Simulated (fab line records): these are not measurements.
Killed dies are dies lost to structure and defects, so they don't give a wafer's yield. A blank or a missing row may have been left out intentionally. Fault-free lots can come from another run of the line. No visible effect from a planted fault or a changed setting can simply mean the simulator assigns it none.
Chamber matching | flow n5-finfet | rie-diel-02 running N5_FIN_SAQP_HM_OPEN_33: 4 sister chambers
The step chemistry CH3F/O2, target SiNx, target depth 49.4 nm, time 70.6 s. 7 wafers are shown with their chamber, then 7 later ones without.

## WAFERS WITH THEIR CHAMBER
wafer  | chamber | throttle-valve-pct (%) | oes_f_703_au (a.u.)
L075.3 | 2       | 16.77                  | 0.76
L075.4 | 3       | 16.55                  | 0.84
L077.2 | 0       | 16.19                  | 0.95
L077.5 | 0       | 16.20                  | 0.95
L077.6 | 1       | 16.16                  | 0.74
L078.1 | 3       | 16.56                  | 0.85
L078.3 | 1       | 16.17                  | 0.73

## WAFERS MISSING THEIR CHAMBER
wafer  | throttle-valve-pct (%) | oes_f_703_au (a.u.)
L078.6 | 16.15                  | 0.74
L085.2 | 16.80                  | 0.74
L085.4 | 16.20                  | 0.73
L085.5 | 16.57                  | 0.83
L093.2 | 16.22                  | 0.71
L093.4 | 16.25                  | 0.88
L093.5 | 16.62                  | 0.81

## CHAMBER TAKEN BY EACH
wafer  | from the rows above | in truth
L078.6 | 1                   | 1
L085.2 | 2                   | 2
L085.4 | 1                   | 1
L085.5 | 3                   | 3
L093.2 | 1                   | 1
L093.4 | 0                   | 0
L093.5 | 3                   | 3
Placed correctly: 7 of 7. From these rows, 0 cannot be placed. Placed wrongly: 0.
How it was worked out, from the rows above alone: a wafer's distance from a chamber is the root of the sum, over the readings, of the square of ((its reading less the chamber's mean) divided by the reading's scatter). The wafer belongs to the nearest chamber; if the next one is less than 2 further off, it can't be placed. For every chamber, the mean is computed from those of its wafers that are shown. The scatter: take each reading less its chamber's mean, square it, sum over the shown wafers, divide by the number of wafers less the number of chambers, and take the root.
